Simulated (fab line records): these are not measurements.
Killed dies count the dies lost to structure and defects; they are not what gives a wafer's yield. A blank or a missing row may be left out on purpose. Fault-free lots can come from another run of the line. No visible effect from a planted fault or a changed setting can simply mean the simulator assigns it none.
fab line records	flow n5Finfet
record lots=10	wafers=30	lastDay=16
route steps=1938 shown WELL_APT@29 PMOS_HMC_CHANNEL_EPI@65 BEOL_M4@1111 PASSIVATION@1936
lots that met no fault: taken from a fault-free run of the same line
startH: hours from the record's first day to the start of the lot's first wafer shown	waitH: hours from the lot's prior step to this one	" as in the row above	L1.1+2: a row that stands for several wafers	- no value, or no start was given	* or withheld: withheld	< > ~ a bound
route shown NAME@n: NAME is a module with steps in the file, n the number in the route of the first one	usual: the fault-free wafers' mean and standard deviation	same: alike in all rows	chamber/n: place in a boat	sites: per-site readings	_std_site: how widely they spread, as a standard deviation	_edge_site: outer sites' mean less inner sites'	radiusMm: for every site, how far away it sits from the centre of the wafer	mask NAME#n: copy n	behind: the last tool/chamber to shape the wafer	hold: why the lot was held/for how many hours/how that ended	device: whichever transistor did not switch (one of n, p or np)	end of line: at the end of the route, the tests of the same wafers	where a step has no rows: the recipe by itself	killed: the dies lost at the first sort to structure and to defects; this is not the yield of the wafer	map: a wafer's dies, x killed, . not, _ none there
set.NAME: the run value of the setting; set.NAME@STEP: its run value at that earlier step	model.NAME: the simulator's own value behind a step, which no gauge read
route steps across a sampled set of lots; one table per step, one row per wafer
services: when a tool's chamber went out of use (startH, in hours from the record's first day, below 0 if earlier), for how many hours, and the reason
## steps
# step N5_WELL_APT_OVL_MEAS_09
# recipe pointsPerWafer=44
# usual NWELL_OVL=-1/5.6
lot.wafer	tool	chamber	startH	waitH	NWELL_OVL[nm]
L797.2	overlay-01	0	26.04	0.0	2
L797.5	"	0	"	"	2
L797.6	"	0	"	"	-4
L799.3	overlay-02	0	37.83	0.0	0
L799.4	"	0	"	"	-2
L799.6	"	0	"	"	-5
L800.2	overlay-01	0	43.85	0.0	-3
L800.3	"	0	"	"	-5
L800.4	"	0	"	"	6
L802.1	overlay-01	0	55.74	0.0	1
L802.4	"	0	"	"	-6
L802.6	"	0	"	"	-11
L804.3	overlay-01	0	68.02	0.0	11
L804.4	"	0	"	"	-5
L804.5	"	0	"	"	-2
L805.2	overlay-02	0	73.85	0.0	-5
L805.4	"	0	"	"	5
L805.6	"	0	"	"	4
L808.1	overlay-01	0	91.64	0.0	-4
L808.5	"	0	"	"	-3
L808.6	"	0	"	"	-4
L809.1	overlay-02	0	97.85	0.0	-9
L809.2	"	0	"	"	-18
L809.3	"	0	"	"	-7
L810.2	overlay-01	0	104.07	0.0	0
L810.4	"	0	"	"	13
L810.5	"	0	"	"	-2
L811.2	overlay-01	0	109.73	0.0	3
L811.3	"	0	"	"	7
L811.6	"	0	"	"	-3
# step N5_WELL_APT_INSPECT_27
# recipe mode=adi	inspectInstrument=macro
# usual rawDefectCount=2.1/1.5
lot.wafer	tool	chamber	startH	waitH	rawDefectCount
L797.2	defectInspect-02	-	27.32	0.0	0
L797.5	"	-	"	"	0
L797.6	"	-	"	"	4
L799.3	defectInspect-02	-	39.27	0.0	3
L799.4	"	-	"	"	1
L799.6	"	-	"	"	3
L800.2	defectInspect-02	-	45.41	0.0	2
L800.3	"	-	"	"	3
L800.4	"	-	"	"	1
L802.1	defectInspect-02	-	56.88	0.0	4
L802.4	"	-	"	"	3
L802.6	"	-	"	"	2
L804.3	defectInspect-01	-	69.29	0.0	1
L804.4	"	-	"	"	1
L804.5	"	-	"	"	3
L805.2	defectInspect-02	-	75.12	0.0	0
L805.4	"	-	"	"	2
L805.6	"	-	"	"	1
L808.1	defectInspect-01	-	93.00	0.0	2
L808.5	"	-	"	"	0
L808.6	"	-	"	"	4
L809.1	defectInspect-01	-	100.02	0.0	3
L809.2	"	-	"	"	3
L809.3	"	-	"	"	5
L810.2	defectInspect-01	-	106.16	0.0	2
L810.4	"	-	"	"	1
L810.5	"	-	"	"	4
L811.2	defectInspect-01	-	111.34	0.0	1
L811.3	"	-	"	"	2
L811.6	"	-	"	"	2
# step N5_WELL_APT_IMPLANT_32
# recipe species=BF2	energyKev=50	doseCm2=2e+13	tiltDeg=0	rotationDeg=0
# usual beamOnS=10.02/0.21	doseIonsCm2=1.9998e+13/2.2e+10	faradayCurrentUA=253/5.3	rotationDeg=0.000/0.022
lot.wafer	tool	chamber	startH	waitH	beamOnS	doseIonsCm2	faradayCurrentUA	rotationDeg
L797.2	implanter-02	0	27.98	0.1	10.30	2.0034e+13	246	0.039
L797.5	"	0	"	"	10.33	2.0034e+13	245	0.015
L797.6	"	0	"	"	10.13	2.0015e+13	251	0.011
L799.3	implanter-01	0	39.64	0.1	10.21	1.9989e+13	249	0.005
L799.4	"	0	"	"	10.40	1.9999e+13	244	0.035
L799.6	"	0	"	"	10.15	1.9988e+13	249	0.023
L800.2	implanter-02	0	45.85	0.1	9.99	1.999e+13	254	-0.014
L800.3	"	0	"	"	10.50	1.9994e+13	241	0.006
L800.4	"	0	"	"	9.86	1.9978e+13	258	-0.026
L802.1	implanter-01	0	57.19	0.1	9.85	1.9993e+13	257	-0.045
L802.4	"	0	"	"	10.10	1.997e+13	252	-0.045
L802.6	"	0	"	"	9.88	1.9994e+13	257	-0.052
L804.3	implanter-01	0	69.67	0.1	9.81	2.0033e+13	259	0.014
L804.4	"	0	"	"	9.76	2.0006e+13	260	0.007
L804.5	"	0	"	"	10.05	2.0038e+13	253	-0.011
L805.2	implanter-02	0	75.83	0.1	10.01	1.9981e+13	253	0.006
L805.4	"	0	"	"	10.27	1.9985e+13	248	0.000
L805.6	"	0	"	"	10.23	1.9985e+13	248	0.029
L808.1	implanter-01	0	93.32	0.1	9.81	1.979e+12	26	0.005
L808.5	"	0	"	"	9.90	2.008e+12	26	0.017
L808.6	"	0	"	"	9.97	1.998e+12	25	-0.009
L809.1	implanter-02	0	101.16	0.1	10.18	1.9996e+13	250	0.002
L809.2	"	0	"	"	9.85	2.0008e+13	259	0.012
L809.3	"	0	"	"	9.84	1.999e+13	258	-0.004
L810.2	implanter-01	0	107.81	0.1	10.27	2.032e+12	25	-0.026
L810.4	"	0	"	"	9.87	2.017e+12	26	0.032
L810.5	"	0	"	"	10.08	2.019e+12	25	-0.032
L811.2	implanter-02	0	111.68	0.1	9.83	2.0005e+13	258	0.034
L811.3	"	0	"	"	10.26	2.0001e+13	248	0.006
L811.6	"	0	"	"	9.93	2.0038e+13	253	-0.005
# step N5_PMOS_HMC_CHANNEL_EPI_CD_MEAS_09
# recipe targetCdNm=237.4	landingEnergyEv=500	detector=seInlens
# usual cdNm=237.5/0.97
lot.wafer	tool	chamber	startH	waitH	cdNm
L797.2	cdSem-01	0	30.22	-	237.8
L797.5	"	0	"	"	237.0
L797.6	"	0	"	"	235.8
L799.3	cdSem-01	0	41.38	-	237.2
L799.4	"	0	"	"	237.8
L799.6	"	0	"	"	237.6
L800.2	cdSem-01	0	47.51	-	236.5
L800.3	"	0	"	"	236.8
L800.4	"	0	"	"	235.8
L802.1	cdSem-01	0	59.14	-	236.7
L802.4	"	0	"	"	237.0
L802.6	"	0	"	"	237.2
L804.3	cdSem-01	0	71.52	-	236.6
L804.4	"	0	"	"	235.3
L804.5	"	0	"	"	235.9
L805.2	cdSem-02	0	77.67	-	238.0
L805.4	"	0	"	"	238.0
L805.6	"	0	"	"	237.5
L808.1	cdSem-02	0	95.10	-	238.7
L808.5	"	0	"	"	237.9
L808.6	"	0	"	"	239.1
L809.1	cdSem-01	0	103.16	-	238.6
L809.2	"	0	"	"	239.8
L809.3	"	0	"	"	238.6
L810.2	cdSem-03	0	109.61	-	236.1
L810.4	"	0	"	"	235.7
L810.5	"	0	"	"	237.2
L811.2	cdSem-02	0	113.57	-	237.9
L811.3	"	0	"	"	237.6
L811.6	"	0	"	"	237.6
# step N5_BEOL_M4_RC_MEAS_101
# usual CJ_N=4.33/0.1	DIBL_N=36.9/1.6	DIBL_P=37.1/2	IOFF_N=0.17/0.032	IOFF_N_85C=3.3/0.51	IOFF_N_LIN=0.077/0.012	IOFF_P=0.22/0.036	ION_N=674/12	ION_P=463/7.8	RS_PWELL=3011/23	SS_N=71.7/0.63	SS_P=73.5/0.62	VT_N=249/3.3	VT_P=-250/3.5
lot.wafer	tool	chamber	startH	waitH	CJ_N	DIBL_N[mV/V]	DIBL_P[mV/V]	IOFF_N[nA/um]	IOFF_N_85C[nA/um]	IOFF_N_LIN[nA/um]	IOFF_P[nA/um]	ION_N[uA/um]	ION_P[uA/um]	RS_PWELL[ohm/sq]	SS_N[mV/dec]	SS_P[mV/dec]	VT_N[mV]	VT_P[mV]
L797.2	prober-01	0	185.03	0.2	4.26	37.0	37.2	0.15	2.9	0.067	0.19	652	448	3023	70.9	74.1	251	-257
L797.5	"	0	"	"	4.25	37.6	38.0	0.16	3.1	0.072	0.21	668	462	3022	71.8	74.3	252	-253
L797.6	"	0	"	"	4.28	38.1	38.1	0.16	3.1	0.072	0.20	663	453	3051	71.5	73.8	252	-253
L799.3	prober-01	0	206.15	0.3	4.14	34.7	36.2	0.13	2.6	0.061	0.19	656	462	2981	70.8	73.8	253	-251
L799.4	"	0	"	"	4.29	38.3	39.0	0.18	3.5	0.079	0.22	672	457	2967	72.0	74.0	249	-251
L799.6	"	0	"	"	4.29	35.0	35.9	0.14	2.8	0.065	0.18	665	463	2976	70.9	73.2	251	-252
L800.2	prober-02	0	206.48	0.2	4.50	34.2	32.1	0.12	2.5	0.058	0.15	660	453	2978	70.8	73.2	254	-257
L800.3	"	0	"	"	4.28	35.7	35.6	0.14	2.9	0.068	0.20	669	458	2982	70.7	73.9	252	-251
L800.4	"	0	"	"	4.40	35.4	34.8	0.14	2.8	0.068	0.19	672	463	3002	70.8	72.8	251	-253
L802.1	prober-01	0	220.95	0.0	4.37	38.6	38.0	0.19	3.7	0.088	0.27	674	464	2998	72.3	73.7	248	-247
L802.4	"	0	"	"	4.48	37.5	36.6	0.17	3.4	0.077	0.22	670	459	2994	71.8	74.0	249	-250
L802.6	"	0	"	"	4.44	37.1	36.7	0.18	3.5	0.082	0.23	677	463	3007	72.2	73.6	248	-246
L804.3	prober-02	0	229.44	0.6	4.50	35.0	35.4	0.15	2.9	0.064	0.18	660	451	2970	71.0	73.3	252	-253
L804.4	"	0	"	"	4.26	35.6	38.5	0.16	3.2	0.076	0.23	687	467	2984	70.9	73.9	250	-251
L804.5	"	0	"	"	4.45	38.5	39.7	0.21	3.9	0.088	0.26	678	465	3013	71.1	74.3	249	-250
L805.2	prober-01	0	238.07	0.2	4.53	40.8	38.5	0.25	4.5	0.103	0.22	689	457	3023	72.4	73.9	242	-253
L805.4	"	0	"	"	4.31	38.9	37.9	0.20	3.8	0.090	0.21	679	457	3033	71.8	74.1	245	-253
L805.6	"	0	"	"	4.31	39.1	39.2	0.22	4.0	0.099	0.23	700	467	3028	71.7	74.0	244	-252
L808.1	prober-01	0	241.76	0.0	1.32	45.3	38.2	0.49	8.0	0.117	0.24	698	473	3219	78.5	73.7	244	-249
L808.5	"	0	"	"	1.35	44.3	37.3	0.45	7.4	0.110	0.22	701	474	3206	78.5	72.7	245	-252
L808.6	"	0	"	"	1.39	72.9	38.7	5.67	62.0	0.288	0.25	706	455	3201	109.0	73.4	240	-249
L810.2	prober-01	0	257.42	0.2	1.40	70.6	39.2	5.48	59.5	0.281	0.25	713	465	3208	107.7	74.0	241	-244
L810.4	"	0	"	"	1.40	68.3	39.5	4.81	53.8	0.262	0.25	703	465	3172	105.9	73.4	240	-249
L810.5	"	0	"	"	1.37	52.7	36.4	1.34	18.3	0.141	0.21	682	457	3202	90.7	73.9	243	-252
L809.1	prober-02	0	272.23	0.0	4.38	35.2	35.0	0.13	2.6	0.063	0.18	657	453	3025	71.4	72.7	254	-254
L809.2	"	0	"	"	4.38	37.9	37.9	0.17	3.3	0.079	0.23	667	461	3009	72.0	74.2	251	-250
L809.3	"	0	"	"	4.36	34.6	33.6	0.12	2.4	0.058	0.17	660	456	3011	70.8	73.7	253	-256
L811.2	prober-01	0	275.53	0.2	4.23	36.4	39.1	0.17	3.4	0.080	0.25	680	473	2978	72.1	74.0	253	-248
L811.3	"	0	"	"	4.45	36.5	37.9	0.18	3.5	0.081	0.23	679	461	3019	71.7	74.3	249	-249
L811.6	"	0	"	"	4.39	36.6	37.2	0.16	3.2	0.074	0.21	676	460	3026	71.1	74.2	254	-254
# step N5_PASSIVATION_PROBE_49
# usual defectLimitedYield=90.9/1.6	killed_at_M0_to_M3=34/11	killed_at_M4_up=14/5.7	killedAtContacts=13/6.5	killedAtFrontEnd=43/11	killedAtOther=4/3.1	killedDies=107/19	killedOpen=71/14	killedShort=35/7.9	sort_bin_4_leakage=0/0	sort_bin_5_function=5.3/1.1	sort_bin_6_memory=3.4/0.74	sortNPass=1073/19	sortYieldPct=90.9/1.6
# same grossDies=1180	killedAtBackSide=0	sort_bin_8_speed[%]=0
lot.wafer	tool	chamber	startH	waitH	defectLimitedYield[%]	killed_at_M0_to_M3	killed_at_M4_up	killedAtContacts	killedAtFrontEnd	killedAtOther	killedDies	killedOpen	killedShort	sort_bin_4_leakage[%]	sort_bin_5_function[%]	sort_bin_6_memory[%]	sortNPass	sortYieldPct[%]
L797.2	prober-02	-	282.36	0.1	90.8	47	5	8	48	1	109	75	31	0	4.8	3.8	1071	90.8
L797.5	prober-02	-	282.51	0.2	90.2	40	17	10	42	7	116	76	32	0	5.9	3.3	1064	90.2
L797.6	prober-02	-	282.56	0.3	89.0	44	18	16	47	5	130	86	44	0	5.6	4.7	1050	89.0
L799.3	prober-02	-	310.36	0.1	89.7	39	9	12	60	1	121	81	39	0	6.0	3.6	1059	89.7
L799.4	prober-02	-	310.41	0.2	90.5	32	19	13	46	2	112	76	35	0	4.8	4.4	1068	90.5
L799.6	prober-02	-	310.51	0.3	91.4	26	5	14	46	11	102	65	30	0	4.4	3.8	1078	91.4
L802.1	prober-01	-	323.65	0.0	88.8	46	17	17	46	6	132	79	51	0	6.6	4.3	1048	88.8
L802.4	prober-01	-	323.80	0.2	88.3	46	17	21	44	10	138	82	56	0	6.4	5.1	1042	88.3
L802.6	prober-01	-	323.90	0.3	89.7	40	15	12	45	9	121	81	40	0	5.6	4.4	1059	89.7
L804.3	prober-01	-	331.86	0.1	92.2	27	24	9	30	2	92	73	19	0	4.3	3.5	1088	92.2
L804.5	prober-01	-	331.96	0.2	91.8	31	20	23	20	3	97	64	33	0	4.7	3.1	1083	91.8
L805.2	prober-01	-	336.69	0.1	90.2	36	15	14	47	4	116	75	41	0	4.5	4.7	1064	90.2
L805.4	prober-01	-	336.79	0.2	89.2	41	15	8	62	2	128	87	41	0	6.4	4.2	1052	89.2
L805.6	prober-01	-	336.89	0.3	90.3	29	8	15	58	5	115	73	37	0	4.6	4.2	1065	90.3
L808.1	prober-02	-	349.92	0.0	86.6	66	17	19	51	5	158	107	50	45.59	8.7	4.2	484	41.0
L808.5	prober-02	-	350.12	0.2	92.2	29	12	12	38	1	92	69	22	34.15	3.8	3.6	685	58.1
L808.6	prober-02	-	350.17	0.3	89.7	39	12	18	51	2	122	81	40	89.66	5.7	4.2	0	0
L810.2	prober-02	-	357.19	0.1	89.7	38	30	18	31	5	122	81	40	89.66	6.1	4.1	0	0
L810.4	prober-02	-	357.29	0.2	91.6	27	24	16	31	1	99	71	27	91.61	4.7	3.6	0	0
L810.5	prober-02	-	357.34	0.2	90.9	42	15	6	42	2	107	69	32	90.93	5.3	3.1	0	0
L809.1	prober-01	-	370.13	0.0	94.5	22	6	4	31	2	65	40	23	0	3.3	2.0	1115	94.5
L809.2	prober-01	-	370.18	0.1	91.5	31	14	6	40	9	100	63	37	0	5.2	3.0	1080	91.5
L809.3	prober-01	-	370.23	0.1	92.4	23	10	9	45	3	90	46	44	0	3.6	3.6	1090	92.4
L811.2	prober-02	-	380.29	0.8	89.7	30	13	8	68	2	121	89	31	0	6.4	3.8	1059	89.7
L811.3	prober-02	-	380.34	0.9	88.8	31	18	9	64	10	132	81	49	0	6.4	4.4	1048	88.8
L811.6	prober-02	-	380.49	1.0	90.5	26	14	5	67	0	112	79	32	0	6.0	3.1	1068	90.5
# killed by level:class
L797.2 BEOL_M2:geometricParticle:open=17 STI_FIN_REVEAL:geometricParticle:open=13 BEOL_M0_SAQP:geometricParticle:open=9 FIN_SAQP:geometricParticle:open=8 GATE_CUT:geometricParticle:short=7 MOL_CONTACT_COAG:geometricParticle:open=7 BEOL_M1:geometricParticle:open=7 FIN_SAQP:geometricParticle:short=6
L797.5 STI_FIN_REVEAL:geometricParticle:open=22 BEOL_M3:geometricParticle:open=16 BEOL_M4:geometricParticle:open=10 BEOL_M2:geometricParticle:open=7 MOL_CONTACT_COAG:geometricParticle:open=6 BEOL_M0_SAQP:geometricParticle:short=5 HKMG_FIN:areaEtch=5 STI_FIN_REVEAL:geometricParticle:short=4
L797.6 BEOL_M2:geometricParticle:open=21 STI_FIN_REVEAL:geometricParticle:open=12 MOL_CONTACT_COAG:geometricParticle:open=12 BEOL_M4:geometricParticle:open=7 STI_FIN_REVEAL:geometricParticle:short=6 BEOL_M0_SAQP:geometricParticle:open=6 BEOL_M4:geometricParticle:short=4 DUMMY_GATE:geometricParticle:short=4
L799.3 FIN_SAQP:geometricParticle:short=12 BEOL_M0_SAQP:geometricParticle:open=12 BEOL_M1:geometricParticle:open=12 FIN_SAQP:geometricParticle:open=11 STI_FIN_REVEAL:geometricParticle:open=11 MOL_CONTACT_COAG:geometricParticle:open=9 GATE_CUT:geometricParticle:short=8 GATE_CUT:geometricParticle:open=5
L799.4 STI_FIN_REVEAL:geometricParticle:open=13 MOL_CONTACT_COAG:geometricParticle:open=11 FIN_SAQP:geometricParticle:open=8 FIN_SAQP:geometricParticle:short=8 BEOL_M4:geometricParticle:open=8 BEOL_M0_SAQP:geometricParticle:open=6 ILD0:geometricParticle:short=5 BEOL_M1:geometricParticle:short=5
L799.6 FIN_SAQP:geometricParticle:open=17 BEOL_M0_SAQP:geometricParticle:open=10 STI_FIN_REVEAL:geometricParticle:open=9 MOL_CONTACT_COAG:geometricParticle:open=8 FIN_SAQP:geometricParticle:short=7 BEOL_M3:geometricParticle:open=6 PASSIVATION:areaEtch=6 MOL_CONTACT_COAG:geometricParticle:short=5
L802.1 MOL_CONTACT_COAG:geometricParticle:open=14 BEOL_M3:geometricParticle:open=12 FIN_SAQP:geometricParticle:short=10 STI_FIN_REVEAL:geometricParticle:open=9 BEOL_M0_SAQP:geometricParticle:short=9 FIN_SAQP:geometricParticle:open=8 BEOL_M4:geometricParticle:short=7 BEOL_M2:geometricParticle:open=5
L802.4 FIN_SAQP:geometricParticle:short=17 MOL_CONTACT_COAG:geometricParticle:open=17 BEOL_M3:geometricParticle:open=10 BEOL_M1:geometricParticle:open=9 BEOL_M0_SAQP:geometricParticle:short=8 BEOL_M4:geometricParticle:open=6 BEOL_M2:geometricParticle:open=6 FIN_SAQP:geometricParticle:open=5
L802.6 FIN_SAQP:geometricParticle:short=11 STI_FIN_REVEAL:geometricParticle:open=10 FIN_SAQP:geometricParticle:open=9 MOL_CONTACT_COAG:geometricParticle:open=9 BEOL_M0_SAQP:geometricParticle:short=7 BEOL_M0_SAQP:geometricParticle:open=7 BEOL_M2:geometricParticle:open=7 BEOL_M3:geometricParticle:open=6
L804.3 STI_FIN_REVEAL:geometricParticle:open=9 DUMMY_GATE:geometricParticle:open=8 MOL_CONTACT_COAG:geometricParticle:open=8 BEOL_M2:geometricParticle:open=8 BEOL_M3:geometricParticle:open=6 BEOL_M5:geometricParticle:open=5 BEOL_M0_SAQP:geometricParticle:open=4 BEOL_M4:geometricParticle:open=4
L804.5 MOL_CONTACT_COAG:geometricParticle:open=19 BEOL_M4:geometricParticle:open=16 BEOL_M0_SAQP:geometricParticle:short=15 STI_FIN_REVEAL:geometricParticle:open=7 BEOL_M0_SAQP:geometricParticle:open=6 MOL_CONTACT_COAG:geometricParticle:short=4 STI_FIN_REVEAL:geometricParticle:short=3 BEOL_M3:geometricParticle:open=3
L805.2 FIN_SAQP:geometricParticle:short=13 BEOL_M0_SAQP:geometricParticle:open=12 FIN_SAQP:geometricParticle:open=11 MOL_CONTACT_COAG:geometricParticle:open=11 STI_FIN_REVEAL:geometricParticle:open=10 BEOL_M0_SAQP:geometricParticle:short=10 BEOL_M3:geometricParticle:open=6 BEOL_M2:geometricParticle:open=4
L805.4 FIN_SAQP:geometricParticle:open=20 FIN_SAQP:geometricParticle:short=19 BEOL_M3:geometricParticle:open=17 STI_FIN_REVEAL:geometricParticle:open=12 BEOL_M0_SAQP:geometricParticle:open=8 MOL_CONTACT_COAG:geometricParticle:open=7 BEOL_M4:geometricParticle:open=6 BEOL_M0_SAQP:geometricParticle:short=5
L805.6 FIN_SAQP:geometricParticle:open=18 BEOL_M3:geometricParticle:open=12 MOL_CONTACT_COAG:geometricParticle:open=12 STI_FIN_REVEAL:geometricParticle:open=9 FIN_SAQP:geometricParticle:short=8 BEOL_M0_SAQP:geometricParticle:short=5 BEOL_M1:geometricParticle:open=4 STARTING-WAFER:geometricParticle:open=4
L808.1 BEOL_M0_SAQP:geometricParticle:short=21 STI_FIN_REVEAL:geometricParticle:open=19 BEOL_M0_SAQP:geometricParticle:open=19 MOL_CONTACT_COAG:geometricParticle:open=15 BEOL_M4:geometricParticle:open=14 BEOL_M3:geometricParticle:open=10 DUMMY_GATE:geometricParticle:open=8 FIN_SAQP:geometricParticle:open=7
L808.5 STI_FIN_REVEAL:geometricParticle:open=11 MOL_CONTACT_COAG:geometricParticle:open=10 FIN_SAQP:geometricParticle:open=9 BEOL_M3:geometricParticle:open=8 BEOL_M1:geometricParticle:open=6 GATE_CUT:geometricParticle:short=4 GATE_CUT:geometricParticle:open=4 BEOL_M0_SAQP:geometricParticle:short=4
L808.6 MOL_CONTACT_COAG:geometricParticle:open=17 STI_FIN_REVEAL:geometricParticle:open=13 BEOL_M0_SAQP:geometricParticle:open=12 FIN_SAQP:geometricParticle:short=9 BEOL_M0_SAQP:geometricParticle:short=8 GATE_CUT:geometricParticle:short=7 BEOL_M2:geometricParticle:open=7 BEOL_M0:geometricParticle:open=5
L810.2 MOL_CONTACT_COAG:geometricParticle:open=17 BEOL_M4:geometricParticle:open=16 BEOL_M1:geometricParticle:short=8 BEOL_M3:geometricParticle:open=8 FIN_SAQP:geometricParticle:short=7 BEOL_M4:geometricParticle:short=7 BEOL_M2:geometricParticle:open=6 FIN_SAQP:geometricParticle:open=5
L810.4 BEOL_M3:geometricParticle:open=12 MOL_CONTACT_COAG:geometricParticle:open=11 BEOL_M4:geometricParticle:open=10 FIN_SAQP:geometricParticle:open=8 GATE_CUT:geometricParticle:short=6 STI_FIN_REVEAL:geometricParticle:open=5 BEOL_M1:geometricParticle:open=5 BEOL_M5:geometricParticle:open=5
L810.5 FIN_SAQP:geometricParticle:open=12 BEOL_M3:geometricParticle:open=10 BEOL_M4:geometricParticle:open=8 FIN_SAQP:geometricParticle:short=7 BEOL_M0_SAQP:geometricParticle:short=7 BEOL_M1:geometricParticle:open=7 STI_FIN_REVEAL:geometricParticle:open=6 BEOL_M0_SAQP:geometricParticle:open=5
L809.1 BEOL_M3:geometricParticle:open=6 GATE_CUT:geometricParticle:open=5 BEOL_M0_SAQP:geometricParticle:short=5 STI_FIN_REVEAL:geometricParticle:open=4 DUMMY_GATE:geometricParticle:open=4 GATE_CUT:geometricParticle:short=4 MOL_CONTACT_COAG:geometricParticle:open=3 BEOL_M1:geometricParticle:open=3
L809.2 BEOL_M3:geometricParticle:open=8 BEOL_M0_SAQP:geometricParticle:short=6 FIN_SAQP:geometricParticle:open=5 STI_FIN_REVEAL:geometricParticle:open=5 DUMMY_GATE:geometricParticle:open=5 GATE_CUT:geometricParticle:short=5 BEOL_M2:geometricParticle:open=5 MOL_CONTACT_COAG:geometricParticle:open=4
L809.3 FIN_SAQP:geometricParticle:short=9 GATE_CUT:geometricParticle:short=8 STARTING-WAFER:geometricParticle:short=8 MOL_CONTACT_COAG:geometricParticle:open=6 BEOL_M3:geometricParticle:short=5 BEOL_M3:geometricParticle:open=5 BEOL_M4:geometricParticle:open=5 FIN_SAQP:geometricParticle:open=4
L811.2 FIN_SAQP:geometricParticle:open=26 STI_FIN_REVEAL:geometricParticle:open=15 FIN_SAQP:geometricParticle:short=11 MOL_CONTACT_COAG:geometricParticle:open=8 BEOL_M0_SAQP:geometricParticle:short=8 BEOL_M0_SAQP:geometricParticle:open=7 BEOL_M2:geometricParticle:open=7 BEOL_M4:geometricParticle:open=5
L811.3 FIN_SAQP:geometricParticle:short=17 STI_FIN_REVEAL:geometricParticle:open=12 BEOL_M2:geometricParticle:open=11 BEOL_M0_SAQP:geometricParticle:open=10 FIN_SAQP:geometricParticle:open=8 BEOL_M4:geometricParticle:open=8 DUMMY_GATE:geometricParticle:open=7 MOL_CONTACT_COAG:geometricParticle:open=6
L811.6 STI_FIN_REVEAL:geometricParticle:open=19 FIN_SAQP:geometricParticle:short=11 BEOL_M2:geometricParticle:open=10 FIN_SAQP:geometricParticle:open=9 DUMMY_GATE:geometricParticle:open=8 BEOL_M0_SAQP:geometricParticle:open=7 BEOL_M0_SAQP:geometricParticle:short=6 STARTING-WAFER:geometricParticle:open=6
## services
tool	chamber	startH	hours	kind
implanter-02	-	29.90	4.4	pm
implanter-02	-	36.06	4.2	repair
implanter-01	-	64.22	3.8	repair
implanter-02	-	69.29	1.4	repair
implanter-01	-	83.93	0.6	repair
## key
firstSign step=N5_WELL_APT_IMPLANT_32	reading=doseIonsCm2	direction=down	sigmas=99+	usual=1.9998e+13	struck=2.009e+12
effect step=N5_WELL_APT_IMPLANT_32	reading=faradayCurrentUA	direction=down	sigmas=43	usual=253	struck=25
effect step=N5_BEOL_M4_RC_MEAS_101	reading=IOFF_N	direction=up	sigmas=91	usual=0.17	struck=3.04
effect step=N5_BEOL_M4_RC_MEAS_101	reading=IOFF_N_85C	direction=up	sigmas=62	usual=3.3	struck=34.8
effect step=N5_BEOL_M4_RC_MEAS_101	reading=SS_N	direction=up	sigmas=37	usual=71.7	struck=95.1
effect step=N5_BEOL_M4_RC_MEAS_101	reading=CJ_N	direction=down	sigmas=29	usual=4.33	struck=1.37
effect step=N5_BEOL_M4_RC_MEAS_101	reading=DIBL_N	direction=up	sigmas=14	usual=36.9	struck=59.0
effect step=N5_BEOL_M4_RC_MEAS_101	reading=IOFF_N_LIN	direction=up	sigmas=10	usual=0.077	struck=0.200
effect step=N5_BEOL_M4_RC_MEAS_101	reading=RS_PWELL	direction=up	sigmas=8.3	usual=3011	struck=3201
effect step=N5_BEOL_M4_RC_MEAS_101	reading=VT_N	direction=down	sigmas=2.3	usual=249	struck=242
effect step=N5_BEOL_M4_RC_MEAS_101	reading=ION_N	direction=up	sigmas=2.2	usual=674	struck=701	wafersMoved=3
effect step=N5_PASSIVATION_PROBE_49	reading=sort_bin_4_leakage	direction=up	sigmas=99+	usual=0	struck=73.60
metAt N5_WELL_APT_IMPLANT_32
struckLots L808,L810
notActingAt N5_WELL_APT_OVL_MEAS_09,N5_WELL_APT_INSPECT_27,N5_PMOS_HMC_CHANNEL_EPI_CD_MEAS_09
onsetBetween 69.67 93.32
fault kind=processParameterDrift	tool=implanter-01	chamber=-	onsetH=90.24	steps=N5_WELL_APT_IMPLANT_32	channel=doseCm2	offset=-1.8e+13	shape=step	endH=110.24	actsIn=theseRecipesOnly	stated=2e+13
